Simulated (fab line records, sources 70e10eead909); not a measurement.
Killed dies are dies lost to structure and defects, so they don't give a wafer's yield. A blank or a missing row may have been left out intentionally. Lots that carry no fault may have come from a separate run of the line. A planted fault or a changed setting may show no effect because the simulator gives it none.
fab line records -- flow nand_harc -- part 1 of 2: steps 1 to 22 of 32
[record] lots = 5, wafers = 15, last_day = 24
route steps=1159 shown P_ZERO_WELL@15
lots that met no fault: from a run of the same line without faults
start_h: the number of hours between the record's first day and the start of the first shown wafer of the lot -- wait_h: how many hours have passed since the lot's step before this one -- " identical to the entry in the row above -- L1.1+2: one row covering several wafers at once -- - no value present, or no start provided -- * or withheld: withheld -- < > ~ a bound
route shown NAME@n: a module of which the file shows steps, and the number in the route of the first -- usual: mean/standard deviation taken from wafers without a fault -- same: alike in all rows -- chamber/n: place in a boat -- sites: readings site by site -- _std_site: the standard deviation of these -- _edge_site: the outer-site mean with the inner-site mean subtracted -- radius_mm: for every site, how far away it sits from the centre of the wafer -- mask NAME#n: copy n -- behind: tool/chamber where the wafer was last shaped -- hold: why the lot was held/for how many hours/how that ended -- device: whichever transistor did not switch (one of n, p or np) -- end of line: tests of these same wafers at the route's end -- where a step has no rows: the recipe by itself -- killed: not the wafer's yield, but the dies lost to structure and defects at the first sort -- map: a wafer's dies, marking killed ones x, the rest . and places with no die _
set.NAME: the setting that was run; set.NAME@STEP: the one run at that earlier step -- model.NAME: the simulator's own value behind a step, which no gauge read
certain route steps with their lots: each step a table, each wafer a row
services: when a tool's chamber went out of use (start_h, in hours from the record's first day, below 0 if earlier), for how many hours, and the reason
[[steps]]
[step NHARC_P_ZERO_WELL_HARDBAKE_12]
[recipe] temp_c = 118, time_s = 65
[usual] resist_line_temp_C = 23.00/0.1
lot.wafer,tool,chamber,start_h,wait_h,resist_line_temp_C
L077.1,litho_track-02,0,31.33,-,23.02
L077.2,litho_track-02,0,31.33,-,23.11
L077.3,litho_track-02,0,31.33,-,22.99
L078.3,litho_track-07,0,37.32,-,23.07
L078.4,litho_track-07,0,37.32,-,23.05
L078.5,litho_track-07,0,37.32,-,22.96
L086.1,litho_track-07,0,85.32,-,23.16
L086.3,litho_track-07,0,85.32,-,23.16
L086.6,litho_track-07,0,85.32,-,23.18
L090.4,litho_track-02,0,109.33,-,22.91
L090.5,litho_track-02,0,109.33,-,23.09
L090.6,litho_track-02,0,109.33,-,23.03
L094.3,litho_track-07,0,133.20,-,22.99
L094.4,litho_track-07,0,133.20,-,22.98
L094.6,litho_track-07,0,133.20,-,22.87
[step NHARC_P_ZERO_WELL_DESCUM_13]
[recipe] time_s = 3, o2_flow_sccm = 200, ar_flow_sccm = 0, bias_power_w = 0, chemistry = O2
[usual] drypump_motor_current_A = 5.87/0.3, oes_product_au = 1.001/0.0087, rf_vpp_V = 57.8/0.85, showerhead_plenum_p_Torr = 1.94/0.054, throttle_valve_pct = 11.312/0.0097
lot.wafer,tool,chamber,start_h,wait_h,drypump_motor_current_A,oes_product_au,rf_hours_counter_h,rf_vpp_V,showerhead_plenum_p_Torr,throttle_valve_pct
L077.3,rie_diel-06,2,31.41,-,5.88,1.004,10,56.8,1.93,11.327
L077.2,rie_diel-06,3,31.41,-,5.89,0.990,10,57.2,1.87,11.296
L077.1,rie_diel-06,1,31.41,-,5.89,0.982,8,58.1,1.92,11.311
L078.3,rie_diel-07,1,37.40,-,5.39,0.998,9,59.3,2.02,11.327
L078.4,rie_diel-07,2,37.40,-,5.75,0.988,8,58.2,1.99,11.291
L078.5,rie_diel-07,0,37.40,-,6.40,1.010,-,58.3,1.92,11.288
L086.3,rie_diel-06,0,85.42,-,6.18,1.004,1,57.5,1.90,11.305
L086.1,rie_diel-06,2,85.42,-,5.86,1.010,1,56.6,1.93,11.308
L086.6,rie_diel-06,3,85.42,-,5.90,1.002,-,57.5,1.87,11.312
L090.4,rie_diel-06,1,109.42,-,5.87,0.997,3,59.9,1.92,11.322
L090.5,rie_diel-06,2,109.42,-,5.87,1.017,-,57.2,1.93,11.322
L090.6,rie_diel-06,3,109.42,-,5.91,1.010,-,57.4,1.86,11.321
L094.3,rie_diel-06,2,133.28,-,5.87,0.998,6,57.1,1.93,11.308
L094.4,rie_diel-06,3,133.28,-,5.89,1.007,6,57.9,1.86,11.317
L094.6,rie_diel-06,1,133.28,-,5.86,1.000,-,58.1,1.92,11.314
[step NHARC_P_ZERO_WELL_ETCH_65]
[recipe] target_depth_a = 800, overetch_a = 240, time_s = 87.88, ion_energy_ev = 200, n2_flow_sccm = 150, h2_flow_sccm = 150, ar_flow_sccm = 0, rf_w = 400, bias_w = 150, chemistry = N2/H2
[usual] drypump_motor_current_A = 5.87/0.29, oes_product_au = 1.002/0.0099, rf_vpp_V = 431.3/1.8, showerhead_plenum_p_Torr = 2.07/0.061, throttle_valve_pct = 14.171/0.0084
lot.wafer,tool,chamber,start_h,wait_h,drypump_motor_current_A,oes_product_au,rf_hours_counter_h,rf_vpp_V,showerhead_plenum_p_Torr,throttle_valve_pct
L077.2,rie_diel-06,1,31.50,0.1,5.89,0.996,8,430.4,2.05,14.179
L077.1,rie_diel-06,3,31.50,0.1,5.91,0.986,10,428.6,1.99,14.184
L077.3,rie_diel-06,0,31.50,0.1,6.17,0.994,9,429.9,2.02,14.165
L078.3,rie_diel-07,3,37.49,0.1,5.43,0.995,5,431.3,2.10,14.173
L078.4,rie_diel-07,0,37.49,0.1,6.43,1.016,10,431.0,2.05,14.166
L078.5,rie_diel-07,1,37.49,0.1,5.40,0.995,-,432.7,2.16,14.178
L086.1,rie_diel-06,1,85.51,0.1,5.92,0.992,1,429.3,2.05,14.167
L086.3,rie_diel-06,2,85.51,0.1,5.83,1.006,1,430.7,2.06,14.169
L086.6,rie_diel-06,3,85.51,0.1,5.89,1.000,-,429.7,1.99,14.167
L090.4,rie_diel-06,3,109.49,0.1,5.90,0.998,4,429.8,1.99,14.150
L090.5,rie_diel-06,2,109.49,0.1,5.87,0.997,-,431.6,2.06,14.164
L090.6,rie_diel-06,3,109.49,0.1,5.90,0.997,-,431.3,1.99,14.168
L094.3,rie_diel-06,0,133.36,0.1,6.19,1.001,5,429.0,2.02,14.167
L094.4,rie_diel-06,3,133.36,0.1,5.90,1.012,6,428.6,1.99,14.168
L094.6,rie_diel-06,1,133.36,0.1,5.88,1.006,-,431.0,2.05,14.176
[step NHARC_P_ZERO_WELL_ETCH_62]
[recipe] target_depth_a = 130, time_s = 6.5, chf3_flow_sccm = 50, ar_flow_sccm = 200, rf_w = 500, bias_w = 200, chemistry = CHF3/Ar
[usual] drypump_motor_current_A = 5.88/0.3, oes_product_au = 0.973/0.011, rf_vpp_V = 371.2/1.6, showerhead_plenum_p_Torr = 2.37/0.064, throttle_valve_pct = 20.217/0.0087
lot.wafer,tool,chamber,start_h,wait_h,drypump_motor_current_A,oes_product_au,rf_hours_counter_h,rf_vpp_V,showerhead_plenum_p_Torr,throttle_valve_pct
L077.1,rie_diel-06,1,-,-,5.87,0.977,8,369.9,2.36,20.211
L077.2,rie_diel-06,2,-,-,5.89,0.980,10,371.0,2.36,20.221
L077.3,rie_diel-06,3,-,-,5.89,0.960,10,368.8,2.29,20.230
L078.4,rie_diel-07,2,-,-,5.79,0.954,8,372.6,2.44,20.213
L078.3,rie_diel-07,0,-,-,6.40,0.965,10,369.8,2.35,20.206
L078.5,rie_diel-07,3,-,-,5.42,0.989,-,371.2,2.41,20.233
L086.1,rie_diel-06,0,-,-,6.18,0.975,1,370.6,2.32,20.222
L086.3,rie_diel-06,2,-,-,5.88,0.996,1,372.7,2.36,20.226
L086.6,rie_diel-06,0,-,-,6.21,0.973,-,370.8,2.32,20.203
L090.4,rie_diel-06,3,-,-,5.89,0.967,4,369.1,2.29,20.215
L090.5,rie_diel-06,3,-,-,5.88,0.970,-,370.6,2.29,20.217
L090.6,rie_diel-06,0,-,-,6.19,0.982,-,368.9,2.32,20.209
L094.3,rie_diel-06,0,-,-,6.18,0.978,5,370.0,2.32,20.221
L094.4,rie_diel-06,2,-,-,5.86,0.974,6,370.2,2.36,20.222
L094.6,rie_diel-06,3,-,-,5.89,0.989,-,369.7,2.29,20.200
[step NHARC_P_ZERO_WELL_ETCH_63]
[recipe] target_depth_a = 1200, time_s = 40.1, hbr_flow_sccm = 150, cl2_flow_sccm = 50, rf_w = 400, icp_w = 400, bias_w = 100, chemistry = HBr/Cl2
[usual] drypump_motor_current_A = 5.9/0.35, oes_product_au = 0.999/0.0099, throttle_valve_pct = 26.405/0.0096
lot.wafer,tool,chamber,start_h,wait_h,drypump_motor_current_A,oes_product_au,rf_hours_counter_h,throttle_valve_pct
L077.3,rie_si-04,1,31.67,-,5.5,0.985,0.8,26.415
L077.1,rie_si-04,3,31.67,-,5.7,1.002,0.8,26.394
L077.2,rie_si-04,0,31.67,-,5.5,1.012,0.9,26.414
L078.3,rie_si-03,2,37.65,-,6.2,0.995,0.5,26.425
L078.4,rie_si-03,1,37.65,-,6.0,1.012,0.5,26.405
L078.5,rie_si-03,2,37.65,-,6.1,1.001,-,26.417
L086.3,rie_si-03,1,85.66,-,6.0,1.000,1.1,26.401
L086.1,rie_si-03,2,85.66,-,6.1,1.001,1.2,26.390
L086.6,rie_si-03,2,85.66,-,6.1,1.000,-,26.403
L090.4,rie_si-04,3,109.68,-,5.7,1.020,0.0,26.407
L090.5,rie_si-04,1,109.68,-,5.5,1.011,-,26.392
L090.6,rie_si-04,2,109.68,-,5.7,1.024,-,26.415
L094.3,rie_si-02,0,133.53,-,5.6,1.002,0.6,26.420
L094.4,rie_si-02,1,133.53,-,5.6,1.007,1.0,26.401
L094.6,rie_si-02,0,133.53,-,5.6,1.009,-,26.397
[step NHARC_P_ZERO_WELL_STRIP_15]
[recipe] time_s = 900, temp_c = 130, chemistry = SPM
lot.wafer,tool,chamber,start_h,wait_h
L077.3+1+2,wet_bench-04,"4,6,0",31.83,-
L078.4+5+3,wet_bench-04,"2,3,6",37.80,-
L086.6+1+3,wet_bench-05,"4,7,1",85.82,-
L090.5+6+4,wet_bench-04,"1,3,6",109.81,-
L094.4+6+3,wet_bench-05,"2,4,5",133.70,-
[step NHARC_P_ZERO_WELL_DEHYDRATE_16]
[recipe] temp_c = 150, time_s = 120
[usual] resist_line_temp_C = 23.01/0.1
lot.wafer,tool,chamber,start_h,wait_h,resist_line_temp_C
L077.1,litho_track-03,0,32.17,-,23.00
L077.2,litho_track-03,0,32.17,-,23.04
L077.3,litho_track-03,0,32.17,-,22.95
L078.3,litho_track-02,0,38.15,-,22.98
L078.4,litho_track-02,0,38.15,-,23.08
L078.5,litho_track-02,0,38.15,-,23.06
L086.1,litho_track-02,0,86.17,-,23.00
L086.3,litho_track-02,0,86.17,-,23.02
L086.6,litho_track-02,0,86.17,-,23.14
L090.4,litho_track-07,0,110.18,-,22.90
L090.5,litho_track-07,0,110.18,-,22.93
L090.6,litho_track-07,0,110.18,-,23.12
L094.3,litho_track-03,0,134.04,-,22.87
L094.4,litho_track-03,0,134.04,-,23.16
L094.6,litho_track-03,0,134.04,-,23.16
[step NHARC_P_ZERO_WELL_HMDS_17]
[recipe] time_s = 30
[usual] resist_line_temp_C = 22.99/0.11
lot.wafer,tool,chamber,start_h,wait_h,resist_line_temp_C
L077.1,litho_track-03,0,-,-,22.98
L077.2,litho_track-03,0,-,-,23.13
L077.3,litho_track-03,0,-,-,23.10
L078.3,litho_track-02,0,-,-,23.15
L078.4,litho_track-02,0,-,-,23.10
L078.5,litho_track-02,0,-,-,23.09
L086.1,litho_track-02,0,-,-,22.87
L086.3,litho_track-02,0,-,-,23.09
L086.6,litho_track-02,0,-,-,23.00
L090.4,litho_track-07,0,-,-,23.03
L090.5,litho_track-07,0,-,-,23.10
L090.6,litho_track-07,0,-,-,23.01
L094.3,litho_track-03,0,-,-,22.68
L094.4,litho_track-03,0,-,-,22.87
L094.6,litho_track-03,0,-,-,22.99
[step NHARC_P_ZERO_WELL_COAT_18]
[recipe] spin_rpm = withheld
[usual] resist_line_temp_C = 23.00/0.12
lot.wafer,tool,chamber,start_h,wait_h,resist_line_temp_C
L077.1,litho_track-03,0,-,-,23.02
L077.2,litho_track-03,0,-,-,23.02
L077.3,litho_track-03,0,-,-,22.98
L078.3,litho_track-02,0,-,-,23.05
L078.4,litho_track-02,0,-,-,22.87
L078.5,litho_track-02,0,-,-,23.00
L086.1,litho_track-02,0,-,-,23.01
L086.3,litho_track-02,0,-,-,23.01
L086.6,litho_track-02,0,-,-,23.02
L090.4,litho_track-07,0,-,-,22.97
L090.5,litho_track-07,0,-,-,23.14
L090.6,litho_track-07,0,-,-,23.03
L094.3,litho_track-03,0,-,-,23.09
L094.4,litho_track-03,0,-,-,23.05
L094.6,litho_track-03,0,-,-,22.84
[step NHARC_P_ZERO_WELL_SOFTBAKE_19]
[recipe] temp_c = 122, time_s = 95
[usual] resist_line_temp_C = 23.02/0.1
lot.wafer,tool,chamber,start_h,wait_h,resist_line_temp_C
L077.1,litho_track-03,0,-,-,23.04
L077.2,litho_track-03,0,-,-,23.00
L077.3,litho_track-03,0,-,-,22.98
L078.3,litho_track-02,0,-,-,23.21
L078.4,litho_track-02,0,-,-,22.91
L078.5,litho_track-02,0,-,-,22.98
L086.1,litho_track-02,0,-,-,23.31
L086.3,litho_track-02,0,-,-,22.97
L086.6,litho_track-02,0,-,-,22.96
L090.4,litho_track-07,0,-,-,23.00
L090.5,litho_track-07,0,-,-,23.16
L090.6,litho_track-07,0,-,-,23.07
L094.3,litho_track-03,0,-,-,23.14
L094.4,litho_track-03,0,-,-,23.02
L094.6,litho_track-03,0,-,-,23.00
[step NHARC_P_ZERO_WELL_EBR_20]
[usual] resist_line_temp_C = 23.01/0.099
lot.wafer,tool,chamber,start_h,wait_h,resist_line_temp_C
L077.1,litho_track-03,0,-,-,23.04
L077.2,litho_track-03,0,-,-,23.04
L077.3,litho_track-03,0,-,-,23.03
L078.3,litho_track-02,0,-,-,22.96
L078.4,litho_track-02,0,-,-,22.88
L078.5,litho_track-02,0,-,-,22.92
L086.1,litho_track-02,0,-,-,22.84
L086.3,litho_track-02,0,-,-,23.06
L086.6,litho_track-02,0,-,-,23.20
L090.4,litho_track-07,0,-,-,23.08
L090.5,litho_track-07,0,-,-,23.16
L090.6,litho_track-07,0,-,-,23.11
L094.3,litho_track-03,0,-,-,23.03
L094.4,litho_track-03,0,-,-,23.03
L094.6,litho_track-03,0,-,-,23.03
[step NHARC_P_ZERO_WELL_EXPOSE_21]
[recipe] na = 0.6, target_cd_nm = 720, dose_mj = 22.31, mask_id = P_NWELL
[usual] focus_offset_nm = -0.1/0.46, stage_vel_mm_s = 499.99/0.27
lot.wafer,tool,chamber,start_h,wait_h,mask,focus_offset_nm,stage_vel_mm_s
L077.1,krf_scanner-02,0,32.32,-,P_NWELL#0,0.5,499.94
L077.2,krf_scanner-02,0,32.32,-,P_NWELL#0,0.4,500.55
L077.3,krf_scanner-02,0,32.32,-,P_NWELL#0,0.7,500.26
L078.3,krf_scanner-04,0,38.43,-,P_NWELL#0,0.5,500.39
L078.4,krf_scanner-04,0,38.43,-,P_NWELL#0,1.2,500.37
L078.5,krf_scanner-04,0,38.43,-,P_NWELL#0,-0.6,500.34
L086.1,krf_scanner-04,0,86.44,-,P_NWELL#0,0.3,499.49
L086.3,krf_scanner-04,0,86.44,-,P_NWELL#0,-0.7,499.77
L086.6,krf_scanner-04,0,86.44,-,P_NWELL#0,-0.7,499.92
L090.4,krf_scanner-02,0,110.33,-,P_NWELL#0,-0.2,499.70
L090.5,krf_scanner-02,0,110.33,-,P_NWELL#0,-0.1,499.93
L090.6,krf_scanner-02,0,110.33,-,P_NWELL#0,-0.4,499.90
L094.3,krf_scanner-02,0,134.19,-,P_NWELL#0,0.3,500.28
L094.4,krf_scanner-02,0,134.19,-,P_NWELL#0,0.2,499.90
L094.6,krf_scanner-02,0,134.19,-,P_NWELL#0,-0.5,499.97
[step NHARC_P_ZERO_WELL_PEB_22]
[recipe] peb_temp_c = 118, peb_time_s = 85
[usual] resist_line_temp_C = 22.99/0.11
lot.wafer,tool,chamber,start_h,wait_h,resist_line_temp_C
L077.1,litho_track-07,0,32.38,0.1,22.99
L077.2,litho_track-07,0,32.38,0.1,23.06
L077.3,litho_track-07,0,32.38,0.1,23.02
L078.3,litho_track-07,0,38.49,0.1,23.06
L078.4,litho_track-07,0,38.49,0.1,23.25
L078.5,litho_track-07,0,38.49,0.1,22.92
L086.1,litho_track-07,0,86.51,0.1,23.11
L086.3,litho_track-07,0,86.51,0.1,22.85
L086.6,litho_track-07,0,86.51,0.1,23.05
L090.4,litho_track-03,0,110.39,0.0,22.95
L090.5,litho_track-03,0,110.39,0.0,22.98
L090.6,litho_track-03,0,110.39,0.0,23.04
L094.3,litho_track-02,0,134.25,0.1,23.13
L094.4,litho_track-02,0,134.25,0.1,23.07
L094.6,litho_track-02,0,134.25,0.1,23.14
[step NHARC_P_ZERO_WELL_DEVELOP_23]
[recipe] time_s = 70
[usual] resist_line_temp_C = 23.02/0.11
lot.wafer,tool,chamber,start_h,wait_h,resist_line_temp_C
L077.1,litho_track-07,0,-,-,22.98
L077.2,litho_track-07,0,-,-,22.99
L077.3,litho_track-07,0,-,-,23.13
L078.3,litho_track-07,0,-,-,23.13
L078.4,litho_track-07,0,-,-,23.03
L078.5,litho_track-07,0,-,-,22.92
L086.1,litho_track-07,0,-,-,22.99
L086.3,litho_track-07,0,-,-,23.11
L086.6,litho_track-07,0,-,-,22.91
L090.4,litho_track-03,0,-,-,22.82
L090.5,litho_track-03,0,-,-,22.96
L090.6,litho_track-03,0,-,-,22.82
L094.3,litho_track-02,0,-,-,23.14
L094.4,litho_track-02,0,-,-,23.03
L094.6,litho_track-02,0,-,-,23.19
[step NHARC_P_ZERO_WELL_CD_MEAS_24]
[recipe] target_cd_nm = 720, landing_energy_ev = 500
[usual] cd_nm = 720.6/1.7
lot.wafer,tool,chamber,start_h,wait_h,cd_nm
L077.1,cd_sem-01,0,32.47,-,722.1
L077.2,cd_sem-01,0,32.47,-,720.8
L077.3,cd_sem-01,0,32.47,-,721.3
L078.3,cd_sem-02,0,38.58,-,722.9
L078.4,cd_sem-02,0,38.58,-,721.9
L078.5,cd_sem-02,0,38.58,-,721.2
L086.1,cd_sem-01,0,86.60,-,722.6
L086.3,cd_sem-01,0,86.60,-,722.1
L086.6,cd_sem-01,0,86.60,-,720.9
L090.4,cd_sem-01,0,110.49,-,719.6
L090.5,cd_sem-01,0,110.49,-,718.4
L090.6,cd_sem-01,0,110.49,-,719.5
L094.3,cd_sem-02,0,134.34,-,720.2
L094.4,cd_sem-02,0,134.34,-,721.8
L094.6,cd_sem-02,0,134.34,-,720.4
[step NHARC_P_ZERO_WELL_HARDBAKE_25]
[recipe] temp_c = 125, time_s = 80
[usual] resist_line_temp_C = 23.00/0.1
lot.wafer,tool,chamber,start_h,wait_h,resist_line_temp_C
L077.1,litho_track-03,0,32.55,-,22.88
L077.2,litho_track-03,0,32.55,-,22.83
L077.3,litho_track-03,0,32.55,-,23.04
L078.3,litho_track-07,0,38.66,-,23.08
L078.4,litho_track-07,0,38.66,-,22.95
L078.5,litho_track-07,0,38.66,-,22.89
L086.1,litho_track-02,0,86.68,-,22.86
L086.3,litho_track-02,0,86.68,-,23.14
L086.6,litho_track-02,0,86.68,-,23.08
L090.4,litho_track-07,0,110.57,-,23.05
L090.5,litho_track-07,0,110.57,-,23.06
L090.6,litho_track-07,0,110.57,-,23.05
L094.3,litho_track-03,0,134.42,-,22.90
L094.4,litho_track-03,0,134.42,-,22.93
L094.6,litho_track-03,0,134.42,-,22.93
[step NHARC_P_ZERO_WELL_DESCUM_26]
[recipe] time_s = 3, o2_flow_sccm = 200, ar_flow_sccm = 0, bias_power_w = 0, chemistry = O2
[usual] drypump_motor_current_A = 5.8/0.32, oes_product_au = 1.001/0.0095, rf_vpp_V = 57.9/0.84, showerhead_plenum_p_Torr = 1.95/0.056, throttle_valve_pct = 11.312/0.01
lot.wafer,tool,chamber,start_h,wait_h,drypump_motor_current_A,oes_product_au,rf_hours_counter_h,rf_vpp_V,showerhead_plenum_p_Torr,throttle_valve_pct
L077.3,rie_diel-07,2,32.63,-,5.8,0.980,7,58.4,1.99,11.312
L077.1,rie_diel-07,3,32.63,-,5.4,0.998,5,59.3,1.97,11.299
L077.2,rie_diel-07,1,32.63,-,5.4,0.998,9,58.7,2.02,11.322
L078.3,rie_diel-06,3,38.75,-,5.9,0.984,12,58.5,1.87,11.315
L078.4,rie_diel-06,0,38.75,-,6.2,0.986,11,58.3,1.90,11.323
L078.5,rie_diel-06,0,38.75,-,6.2,0.995,-,58.9,1.90,11.336
L086.3,rie_diel-07,0,86.76,-,6.4,1.001,1,58.3,1.92,11.317
L086.1,rie_diel-07,2,86.76,-,5.8,0.990,1,59.1,1.99,11.307
L086.6,rie_diel-07,0,86.76,-,6.4,1.001,-,56.9,1.92,11.308
L090.4,rie_diel-07,1,110.64,-,5.4,0.997,3,58.6,2.02,11.316
L090.6,rie_diel-07,1,110.64,-,5.4,1.000,-,56.8,2.02,11.305
L090.5,rie_diel-07,2,110.64,-,5.8,0.991,-,58.2,1.99,11.317
L094.3,rie_diel-07,2,134.49,-,5.8,0.992,4,56.4,1.99,11.308
L094.4,rie_diel-07,3,134.49,-,5.4,0.996,4,57.7,1.97,11.305
L094.6,rie_diel-07,3,134.49,-,5.4,1.002,-,57.2,1.97,11.298
[step NHARC_P_ZERO_WELL_IMPLANT_27]
[recipe] energy_kev = 600, dose_cm2 = 1e+13, tilt_deg = 7
[usual] tilt_deg = 7.001/0.018
[same] implant_ion_amu = 31
lot.wafer,tool,chamber,start_h,wait_h,tilt_deg
L077.1,implanter-02,0,32.78,0.1,6.998
L077.2,implanter-02,0,32.78,0.1,7.029
L077.3,implanter-02,0,32.78,0.1,7.004
L078.3,implanter-01,0,38.95,0.2,7.025
L078.4,implanter-01,0,38.95,0.2,7.001
L078.5,implanter-01,0,38.95,0.2,7.038
L086.1,implanter-01,0,86.91,0.1,6.957
L086.3,implanter-01,0,86.91,0.1,6.986
L086.6,implanter-01,0,86.91,0.1,7.005
L090.4,implanter-01,0,110.87,0.2,7.025
L090.5,implanter-01,0,110.87,0.2,7.002
L090.6,implanter-01,0,110.87,0.2,6.973
L094.3,implanter-02,0,134.70,0.2,7.017
L094.4,implanter-02,0,134.70,0.2,7.019
L094.6,implanter-02,0,134.70,0.2,7.016
[step NHARC_P_ZERO_WELL_IMPLANT_57]
[recipe] energy_kev = 250, dose_cm2 = 4e+12, tilt_deg = 7
[usual] tilt_deg = 7.001/0.02
[same] implant_ion_amu = 31
lot.wafer,tool,chamber,start_h,wait_h,tilt_deg
L077.1,implanter-02,0,32.96,0.1,6.975
L077.2,implanter-02,0,32.96,0.1,6.989
L077.3,implanter-02,0,32.96,0.1,7.002
L078.3,implanter-01,0,39.13,0.1,7.024
L078.4,implanter-01,0,39.13,0.1,7.031
L078.5,implanter-01,0,39.13,0.1,6.993
L086.1,implanter-01,0,87.09,0.2,7.024
L086.3,implanter-01,0,87.09,0.2,6.995
L086.6,implanter-01,0,87.09,0.2,6.994
L090.4,implanter-01,0,111.05,0.1,6.998
L090.5,implanter-01,0,111.05,0.1,7.002
L090.6,implanter-01,0,111.05,0.1,7.012
L094.3,implanter-02,0,134.88,0.2,6.972
L094.4,implanter-02,0,134.88,0.2,7.010
L094.6,implanter-02,0,134.88,0.2,6.970
[step NHARC_P_ZERO_WELL_IMPLANT_58]
[recipe] energy_kev = 100, dose_cm2 = 2e+12, tilt_deg = 7
[usual] tilt_deg = 7.000/0.021
[same] implant_ion_amu = 75
lot.wafer,tool,chamber,start_h,wait_h,tilt_deg
L077.1,implanter-02,0,33.14,0.1,7.018
L077.2,implanter-02,0,33.14,0.1,7.018
L077.3,implanter-02,0,33.14,0.1,7.001
L078.3,implanter-01,0,39.31,0.1,7.016
L078.4,implanter-01,0,39.31,0.1,7.022
L078.5,implanter-01,0,39.31,0.1,7.019
L086.1,implanter-01,0,87.27,0.2,7.014
L086.3,implanter-01,0,87.27,0.2,7.014
L086.6,implanter-01,0,87.27,0.2,7.048
L090.4,implanter-01,0,111.23,0.1,6.991
L090.5,implanter-01,0,111.23,0.1,7.000
L090.6,implanter-01,0,111.23,0.1,7.025
L094.3,implanter-02,0,135.06,0.2,6.999
L094.4,implanter-02,0,135.06,0.2,6.997
L094.6,implanter-02,0,135.06,0.2,6.985
[step NHARC_P_ZERO_WELL_STRIP_28]
[recipe] time_s = 840, temp_c = 130, chemistry = SPM
lot.wafer,tool,chamber,start_h,wait_h
L077.2+3+1,wet_bench-05,"3,5,6",33.35,0.2
L078.4+5+3,wet_bench-05,"4,5,7",39.50,0.1
L086.6+1+3,wet_bench-05,"6,1,2",87.49,0.0
L090.4+6+5,wet_bench-05,"5,6,1",111.37,0.1
L094.6+4+3,wet_bench-04,"5,0,2",135.22,0.0
[step NHARC_P_ZERO_WELL_DEHYDRATE_29]
[recipe] temp_c = 150, time_s = 120
[usual] resist_line_temp_C = 23.02/0.097
lot.wafer,tool,chamber,start_h,wait_h,resist_line_temp_C
L077.1,litho_track-03,0,33.68,-,22.83
L077.2,litho_track-03,0,33.68,-,23.13
L077.3,litho_track-03,0,33.68,-,23.03
L078.3,litho_track-07,0,39.82,-,23.02
L078.4,litho_track-07,0,39.82,-,23.11
L078.5,litho_track-07,0,39.82,-,23.14
L086.1,litho_track-07,0,87.82,-,22.92
L086.3,litho_track-07,0,87.82,-,23.10
L086.6,litho_track-07,0,87.82,-,23.04
L090.4,litho_track-07,0,111.70,-,22.86
L090.5,litho_track-07,0,111.70,-,22.82
L090.6,litho_track-07,0,111.70,-,22.90
L094.3,litho_track-07,0,135.57,-,23.05
L094.4,litho_track-07,0,135.57,-,23.02
L094.6,litho_track-07,0,135.57,-,23.01
